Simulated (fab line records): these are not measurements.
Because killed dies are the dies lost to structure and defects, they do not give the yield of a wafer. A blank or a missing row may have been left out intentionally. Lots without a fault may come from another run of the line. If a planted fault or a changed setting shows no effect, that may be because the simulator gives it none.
Matching of chambers ; flow n5Finfet ; N5_HKMG_FIN_ALD_36 on aldMetal-04 has 4 sister chambers
The step deposits TiN, target thk 1 nm, pulse time 1 s, purge time 3 s. 16 wafers are shown with their chamber, then 8 later ones without.

## WAFERS PAIRED WITH THEIR CHAMBERS
wafer;chamber;heaterPowerW (W);precursorPulseHeightRel
L077.1;0;860;1.027
L077.2;1;1050;0.982
L077.3;2;888;0.995
L077.4;3;776;1.015
L077.5;0;870;0.970
L077.6;3;820;0.995
L080.1;1;1057;0.988
L080.3;3;801;1.019
L080.4;2;898;0.996
L083.2;3;788;0.997
L083.4;1;1078;0.968
L083.5;2;912;1.017
L081.2;3;791;0.996
L081.4;2;888;0.997
L081.6;1;1057;0.998
L090.2;3;819;1.012

SIGNATURES, as means of the wafers listed above
reading;chamber 0;chamber 1;chamber 2;chamber 3;scatter within a chamber
heaterPowerW;865.00;1060.50;896.50;799.17;14.3
precursorPulseHeightRel;0.99850;0.98400;1.00125;1.00567;0.0159
Rule: for each reading, subtract the chamber's mean from the wafer's reading, divide by that reading's scatter and square the result; add these up over the readings and take the root, which gives the wafer's distance from the chamber. The wafer belongs to the nearest chamber; if the next one is less than 2 further off, it can't be placed. How the scatter is found: for the shown wafers, subtract from each reading the mean of its chamber, square and add these, divide the total by (wafers less chambers), then take the root.

## WAFERS WITH NO CHAMBER GIVEN
wafer;heaterPowerW (W);precursorPulseHeightRel
L090.3;909;1.005
L090.4;865;1.001
L093.1;895;1.040
L093.3;1053;0.994
L093.5;878;0.981
L096.1;892;1.000
L096.3;865;1.001
L096.5;826;1.020

## WHICH CHAMBER EACH ONE RAN IN
wafer;from the rows above;in truth
L090.3;2;2
L090.4;0;0
L093.1;can't be placed: 2 or 0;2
L093.3;1;1
L093.5;can't be placed: 0 or 2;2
L096.1;can't be placed: 2 or 0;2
L096.3;0;0
L096.5;can't be placed: 3 or 0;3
Placed correctly: 4 of 8. Cannot be placed on the basis of these rows: 4; the candidates contain the true chamber in 4. Wrongly placed: 0.
